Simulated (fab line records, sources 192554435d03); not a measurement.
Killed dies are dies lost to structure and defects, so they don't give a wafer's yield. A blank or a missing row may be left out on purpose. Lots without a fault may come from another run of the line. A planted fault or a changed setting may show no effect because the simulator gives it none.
Which tool did it? | flow n5_finfet | 9 lots, 27 wafers sampled, at 6 steps of a route of 1938

WHAT THE GAUGES READ, wafer by wafer
N5_BEOL_M4_RC_MEAS_101. Usual: DIBL_N 36.4 mV/V, standard deviation 2; DIBL_P 36.1 mV/V, standard deviation 2.5; IOFF_N 0.16 nA/um, standard deviation 0.037; IOFF_P 0.20 nA/um, standard deviation 0.038; ION_N 670 uA/um, standard deviation 13; ION_P 459 uA/um, standard deviation 8.3; SS_N 71.6 mV/dec, standard deviation 0.69; SS_P 73.3 mV/dec, standard deviation 0.72; VT_N 250 mV, standard deviation 3.4; VT_P -251 mV, standard deviation 3.1.
lot  | measured     | on        | DIBL_N (mV/V)  | DIBL_P (mV/V)  | IOFF_N (nA/um) | IOFF_P (nA/um) | ION_N (uA/um) | ION_P (uA/um) | SS_N (mV/dec)  | SS_P (mV/dec)  | VT_N (mV)   | VT_P (mV)      | flag
L112 | day 7 17:26  | prober-02 | 39.2 33.8 36.4 | 38.6 32.0 34.3 | 0.21 0.11 0.15 | 0.27 0.17 0.18 | 693 647 690   | 473 453 470   | 71.8 70.6 71.7 | 73.5 72.3 72.8 | 244 255 250 | -246 -253 -251 |
L113 | day 8 09:23  | prober-02 | 39.1 42.8 39.8 | 41.0 44.9 39.7 | 0.19 0.27 0.20 | 0.25 0.32 0.21 | 673 691 665   | 457 466 449   | 72.4 72.8 72.5 | 73.9 75.0 73.8 | 251 246 248 | -250 -248 -252 |
L115 | day 8 11:45  | prober-01 | 34.5 36.0 32.3 | 33.9 36.7 32.2 | 0.12 0.16 0.10 | 0.16 0.21 0.14 | 665 681 654   | 454 467 457   | 71.7 72.5 70.5 | 72.6 72.8 71.8 | 255 247 256 | -255 -249 -255 |
L120 | day 9 15:30  | prober-01 | 36.6 36.1 34.6 | 35.8 34.4 32.6 | 0.15 0.14 0.13 | 0.22 0.21 0.18 | 653 664 661   | 456 462 461   | 71.7 70.7 70.5 | 72.9 72.8 73.0 | 252 250 252 | -248 -249 -251 |
L121 | day 10 03:38 | prober-02 | 36.4 39.9 38.9 | 36.5 38.3 39.8 | 0.15 0.24 0.22 | 0.20 0.22 0.28 | 657 651 679   | 457 447 466   | 71.6 74.4 71.7 | 73.8 73.4 73.7 | 252 249 246 | -250 -252 -245 |
L128 | day 12 15:23 | prober-01 | 38.5 34.5 37.0 | 37.5 32.4 36.0 | 0.20 0.12 0.15 | 0.24 0.15 0.21 | 675 657 662   | 458 453 451   | 72.3 70.6 71.0 | 73.6 73.1 73.9 | 247 256 250 | -248 -257 -251 |
L130 | day 13 02:29 | prober-01 | 37.0 35.0 35.4 | 39.0 34.6 36.6 | 0.17 0.12 0.13 | 0.27 0.20 0.22 | 674 654 661   | 469 461 467   | 71.6 71.4 71.2 | 73.9 72.7 73.8 | 252 254 253 | -246 -250 -247 |
L134 | day 13 16:30 | prober-01 | 36.7 37.6 35.3 | 36.9 36.4 34.9 | 0.18 0.17 0.13 | 0.19 0.18 0.17 | 676 668 651   | 455 445 452   | 71.4 71.6 70.8 | 74.0 73.9 72.3 | 246 247 251 | -254 -255 -256 |
L135 | day 14 01:40 | prober-01 | 36.2 37.2 38.3 | 36.3 37.4 38.5 | 0.15 0.18 0.20 | 0.22 0.22 0.26 | 688 674 703   | 473 459 484   | 71.5 72.4 71.7 | 73.5 74.0 73.7 | 248 249 243 | -250 -252 -248 |

N5_BEOL_M7_THK_MEAS_53: measures by xrf. Usual: M7_THK 78.7 nm, standard deviation 2.2.
lot  | measured     | on            | M7_THK (nm)    | flag
L112 | day 8 20:12  | film_metro-02 | 80.7 79.0 75.7 |
L113 | day 9 10:28  | film_metro-02 | 76.3 83.0 79.9 |
L115 | day 9 15:16  | film_metro-01 | 80.5 80.1 81.4 |
L120 | day 11 00:50 | film_metro-02 | 78.9 77.7 80.2 |
L121 | day 11 11:25 | film_metro-02 | 73.4 77.5 78.7 |
L128 | day 13 21:52 | film_metro-01 | 73.6 77.9 76.5 |
L130 | day 14 07:34 | film_metro-02 | 79.0 82.6 81.7 |
L134 | day 14 20:27 | film_metro-02 | 79.1 77.8 78.2 |
L135 | day 15 04:22 | film_metro-02 | 81.0 75.1 79.0 |

N5_BEOL_M8_THK_MEAS_01. Usual: M8_ILD_THK 154.2 nm, standard deviation 2.5.
lot  | measured     | on            | M8_ILD_THK (nm)   | flag
L112 | day 8 20:59  | film_metro-02 | 153.6 155.9 155.4 |
L113 | day 9 11:16  | film_metro-01 | 150.8 153.9 155.2 |
L115 | day 9 16:02  | film_metro-02 | 153.7 156.0 158.1 |
L120 | day 11 01:37 | film_metro-02 | 151.1 152.4 153.8 |
L121 | day 11 12:11 | film_metro-01 | 151.8 155.4 157.8 |
L128 | day 13 22:39 | film_metro-01 | 235.3 233.8 238.6 | OFF
L130 | day 14 08:20 | film_metro-01 | 234.1 236.9 236.6 | OFF
L134 | day 14 21:24 | film_metro-01 | 150.9 150.5 150.7 |
L135 | day 15 05:19 | film_metro-01 | 152.8 155.9 157.1 |

WHICH TOOL RAN EACH LOT (tool, then ch and the chambers of the sampled wafers, then the start)
lot  | N5_BEOL_M7_ANNEAL_51             | N5_BEOL_M7_CMP_52             | N5_BEOL_M8_ILD_DEP_00
L112 | rtp_anneal-02 ch 0, day 8 19:42  | cmp-04 ch 0,2,3, day 8 20:01  | pecvd-04 ch 0,1, day 8 20:24
L113 | rtp_anneal-02 ch 0, day 9 09:55  | cmp-03 ch 0,1, day 9 10:10    | pecvd-03 ch 0,1, day 9 10:40
L115 | rtp_anneal-01 ch 0, day 9 14:43  | cmp-02 ch 0,2,3, day 9 15:01  | pecvd-02 ch 0,2, day 9 15:28
L120 | rtp_anneal-02 ch 0, day 11 00:17 | cmp-03 ch 0,2,3, day 11 00:34 | pecvd-04 ch 1,2, day 11 01:02
L121 | rtp_anneal-01 ch 0, day 11 10:34 | cmp-04 ch 1,3, day 11 11:08   | pecvd-03 ch 1,2, day 11 11:37
L128 | rtp_anneal-02 ch 0, day 13 21:20 | cmp-02 ch 0,3, day 13 21:35   | pecvd-04 ch 1,2, day 13 22:04
L130 | rtp_anneal-02 ch 0, day 14 07:01 | cmp-03 ch 1,2, day 14 07:19   | pecvd-04 ch 0,1,2, day 14 07:46
L134 | rtp_anneal-01 ch 0, day 14 19:54 | cmp-02 ch 2,3, day 14 20:11   | pecvd-03 ch 1,2, day 14 20:40
L135 | rtp_anneal-01 ch 0, day 15 03:49 | cmp-04 ch 1,3, day 15 04:07   | pecvd-02 ch 0,2, day 15 04:35
- N5_BEOL_M7_ANNEAL_51: time 90 s.
- N5_BEOL_M7_CMP_52: polishes, stops on SiCOH lowk, t overpolish 6.9 s, target thk 80 nm.
- N5_BEOL_M8_ILD_DEP_00: deposits SiCOH lowk from DEMS/porogen, target thk 179.75 nm, time 33.4 s.

WHAT THE TOOLS THEMSELVES READ (means of the sampled wafers that have a number; where no wafer has one, the mark that the record gives instead)
N5_BEOL_M7_ANNEAL_51. Usual: wafer_temp_C_max 226.03, standard deviation 0.24.
lot  | tool          | wafer_temp_C_max | flag
L112 | rtp_anneal-02 | 225.86           |
L113 | rtp_anneal-02 | 226.15           |
L115 | rtp_anneal-01 | 226.15           |
L120 | rtp_anneal-02 | 226.08           |
L121 | rtp_anneal-01 | 225.89           |
L128 | rtp_anneal-02 | 226.07           |
L130 | rtp_anneal-02 | 225.77           |
L134 | rtp_anneal-01 | 226.01           |
L135 | rtp_anneal-01 | 226.11           |

N5_BEOL_M7_CMP_52. Usual: barrier_field_endpoint_s 28.6 s, standard deviation 0.91; motor_current_A 6.1 A, standard deviation 0.65; overpolish_run_s 6.900 s, standard deviation 0.0086; slurry_flow_ml_min 150.0, standard deviation 0.46; time_to_endpoint_s 61 s, standard deviation 3.7.
lot  | tool   | barrier_field_endpoint_s (s) | motor_current_A (A) | overpolish_run_s (s) | slurry_flow_ml_min | time_to_endpoint_s (s) | flag
L112 | cmp-04 | 29.2                         | 6.1                 | 6.908                | 150.5              | 63                     |
L113 | cmp-03 | 28.9                         | 6.1                 | 6.906                | 150.0              | 64                     |
L115 | cmp-02 | 27.9                         | 5.4                 | 6.900                | 150.2              | 61                     |
L120 | cmp-03 | 28.6                         | 6.6                 | 6.898                | 149.9              | 58                     |
L121 | cmp-04 | 28.1                         | 5.7                 | 6.892                | 149.9              | 57                     |
L128 | cmp-02 | 29.0                         | 5.8                 | 6.906                | 150.0              | 60                     |
L130 | cmp-03 | 28.6                         | 6.7                 | 6.905                | 150.1              | 61                     |
L134 | cmp-02 | 28.1                         | 5.2                 | 6.900                | 150.2              | 58                     |
L135 | cmp-04 | 28.3                         | 5.9                 | 6.909                | 149.9              | 62                     |

N5_BEOL_M8_ILD_DEP_00. Usual: heater_power_outer_w 149 W, standard deviation 33; heater_power_w 328 W, standard deviation 57; showerhead_plenum_p_Torr 5.746 Torr, standard deviation 0.014; throttle_valve_pct 13.8 %, standard deviation 0.78.
lot  | tool     | heater_power_outer_w (W) | heater_power_w (W) | showerhead_plenum_p_Torr (Torr) | throttle_valve_pct (%) | flag
L112 | pecvd-04 | 163                      | 346                | 5.753                           | 15.0                   |
L113 | pecvd-03 | 150                      | 326                | 5.744                           | 13.7                   |
L115 | pecvd-02 | 146                      | 344                | 5.751                           | 13.2                   |
L120 | pecvd-04 | 182                      | 378                | 5.745                           | 14.3                   |
L121 | pecvd-03 | 148                      | 335                | 5.754                           | 13.0                   |
L128 | pecvd-04 | 182                      | 375                | 5.739                           | 13.9                   |
L130 | pecvd-04 | 149                      | 338                | 5.737                           | 14.3                   |
L134 | pecvd-03 | 129                      | 301                | 5.734                           | 13.4                   |
L135 | pecvd-02 | 164                      | 366                | 5.748                           | 13.5                   |

THE ANSWER, worked out from the rows above alone
Rule: a lot is off if the mean of its wafers that have a number lies more than 3 standard deviations from the usual mean. A lot without any number at a reading at which 4 lots or more have one is off too. The other lots that the step has rows for count as sound. The gauges are gone through in route order, then the tools' own readings, and for those a lot's mean is taken as printed above. The first step at which some lot is off is used, and at that step the reading that is off furthest; a lot without a number counts as furthest.
Off: L128, L130, at N5_BEOL_M8_THK_MEAS_01 (M8_ILD_THK).
A tool fits if, at a process step before that reading, it ran every lot that is off, and no sound lot after the first of them. The gauges at N5_BEOL_M8_THK_MEAS_01 are tried like those tools. Can't be told from this: 2 tools fit, rtp_anneal-02 at N5_BEOL_M7_ANNEAL_51, pecvd-04 at N5_BEOL_M8_ILD_DEP_00.

WHAT THE SIMULATOR HAD PUT IN
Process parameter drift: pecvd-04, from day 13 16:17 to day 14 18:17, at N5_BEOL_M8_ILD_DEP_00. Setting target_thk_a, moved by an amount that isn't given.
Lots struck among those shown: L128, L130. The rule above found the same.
